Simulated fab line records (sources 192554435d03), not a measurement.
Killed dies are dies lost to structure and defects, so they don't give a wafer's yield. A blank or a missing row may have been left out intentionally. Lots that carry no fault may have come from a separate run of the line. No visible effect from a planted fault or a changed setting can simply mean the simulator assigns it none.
A struck lot beside a sound one    flow n5Finfet    35 steps out of a route of 1938
Sound: wafers L672.1, L672.4, L672.5. Struck: wafer L675.3; the same lot's L675.2 was not struck, so it is left out; see the end for the cause.
At each step with rows: each side's tool, then ch and its chambers, then its first start. Under that, the readings that differ: sound wafers    struck wafers    difference of the means    sigmas: that difference in standard deviations of wafers without a fault.
alike: readings whose means differ by less than 2 such deviations, and words and numbers that are the same on both sides. not compared: withheld readings, readings that some wafer has no value for, bounds like >300 that may hide the same value, and numbers for which the record gives no deviation and whose values overlap.
A row with sigmas, a row that says differs or no value, or rows on one side alone: a step with any of these is where the two part. Numbers that don't overlap but have no deviation are shown without sigmas and don't part them. A reading missing from all wafers of one side parts the sides only when that side holds two or more wafers.

first, 10 steps without rows for these wafers: N5_BEOL_M8_TRENCH_ETCH_37 (etches SiCOH lowk in C4F6/O2, target depth 93.478 nm, time 31.2 s); N5_BEOL_M8_ETCH_41 (etches SiCN in CH3F/O2, target depth 31.9 nm, time 57.8 s); N5_BEOL_M8_STRIP_80 (strips in N2/H2, time 10 s); N5_BEOL_M8_HM_STRIP_39 (strips TiN in peroxide tin strip, target depth 25 nm, time 158 s); N5_BEOL_M8_SRD_40 (time 30 s); N5_BEOL_M8_PRECLEAN_42 (cleans in residue remover, time 60 s); N5_BEOL_M8_SRD_43 (time 30 s); N5_BEOL_M8_CURE_75 (cures SiCOH lowk, time 120 s); N5_BEOL_M8_DEGAS_44 (time 60 s); N5_BEOL_M8_PRE_CLEAN_45 (time 30 s).
N5_BEOL_M8_ALD_77: deposits TaN, target thk 2 nm, pulse time 2 s, purge time 3 s.
  sound on aldMetal-02 ch 0,1, day 11 13:32; struck on aldMetal-02 ch 0, day 12 11:40
reading                                 sound     struck  difference  sigmas
aldCycles                               40 40 40  77      +37         
model.TaN_of_BEOL_M8_ALD_77.thkNm (nm)  2 2 2     3.8     +1.8        
  alike: heaterPowerW, susceptorTempC
then, 5 steps without rows for these wafers: N5_BEOL_M8_SURFACE_TREAT_79; N5_BEOL_M8_CVD_78 (deposits Co from CCTBA/H2, target thk 2 nm, time 142.3 s); N5_BEOL_M8_SPUTTER_48 (material Cu, target thk 10 nm, time 1.667 s); N5_BEOL_M8_ECD_50 (material Cu, target thk 300 nm); N5_BEOL_M8_ANNEAL_51 (time 90 s).
N5_BEOL_M8_CMP_52: polishes, stops on SiCOH lowk, t overpolish 6.9 s, target thk 80 nm.
  sound on cmp-03 ch 1,2,3, day 11 15:15; struck on cmp-03 ch 2, day 12 13:38
reading                    sound           struck  difference  sigmas
barrierFieldEndpointS (s)  29.0 28.8 29.6  31.5    +2.4        +3
  alike: motorCurrentA, platenRpm
then, 16 steps without rows for these wafers: N5_BEOL_M8_PRE_CLEAN_55 (time 15 s); N5_BEOL_M8_DEP_56 (deposits SiCN from 3MS/NH3, target thk 10 nm, time 17.5 s); N5_BEOL_M9_ILD_DEP_00 (deposits SiCOH lowk from DEMS/porogen, target thk 308.51 nm, time 58 s); N5_BEOL_M9_CURE_71 (cures SiCOH lowk, time 240 s); N5_BEOL_M9_PECVD_70 (deposits SiO2 from TEOS/O2, target thk 20 nm, time 22.7 s); N5_BEOL_M9_HM_DEP_02 (deposits TiN, target thk 20 nm); N5_BEOL_M9_COAT_59 (time 60 s, resist thk 100 nm); N5_BEOL_M9_COAT_60 (time 60 s, resist thk 30 nm); N5_BEOL_M9_COAT_05 (resist thk 90 nm); N5_BEOL_M9_EBR_07; N5_BEOL_M9_SOFTBAKE_06 (time 60 s); N5_BEOL_M9_EXPOSE_08 (exposes mask M9); N5_BEOL_M9_PEB_09 (peb time 60 s); N5_BEOL_M9_DEVELOP_10 (develop time 30 s); N5_BEOL_M9_DESCUM_16 (chemistry O2, time 7.9 s); N5_BEOL_M9_ETCH_61 (etches SiARC in CF4, target depth 39 nm, time 65 s).
-- record jumps: 2 days separate the struck wafers' starts on either side; left off in module BEOL_M9, taken up again in module BEOL_M15, whose first shown step is the route's number 1830 --
N5_BEOL_M15_RC_MEAS_101:
  sound on prober-01 ch 0, day 13 22:40; struck on prober-01 ch 0, day 14 18:37
reading                    sound           struck  difference  sigmas
SERP_M8 (ohm/um)           14.2 14.0 14.2  17.9    +3.8        +7
SERP_M8_max_site (ohm/um)  14.8 14.7 14.7  18.5    +3.8        +7
  alike: COMB_M10, COMB_M11, COMB_M12, COMB_M13, COMB_M14, COMB_M15, COMB_M5, COMB_M6, COMB_M7, COMB_M8, COMB_M9, SERP_M10, SERP_M11, SERP_M12, SERP_M13, SERP_M14, SERP_M5, SERP_M6, SERP_M7, SERP_M9
N5_PASSIVATION_PROBE_49:
  sound on prober-02 at day 14 13:32; struck on prober-02 at day 15 11:07
reading               sound  struck  difference  sigmas
sort_bin_8_speed (%)  0 0 0  0.08    +0.08       
  alike: defectLimitedYield, killed_at_M0_to_M3, killed_at_M4_up, killedAtContacts, killedAtFrontEnd, killedAtOther, killedDies, killedOpen, killedShort, sort_bin_5_function, sort_bin_6_memory, sortNPass, sortYieldPct

== WHERE THEY PART ==
Earliest at N5_BEOL_M8_CMP_52; latest, in this record, at N5_BEOL_M15_RC_MEAS_101. Later steps at which nothing parts them and some readings are alike: N5_PASSIVATION_PROBE_49.

WHY: the cause the simulator had injected
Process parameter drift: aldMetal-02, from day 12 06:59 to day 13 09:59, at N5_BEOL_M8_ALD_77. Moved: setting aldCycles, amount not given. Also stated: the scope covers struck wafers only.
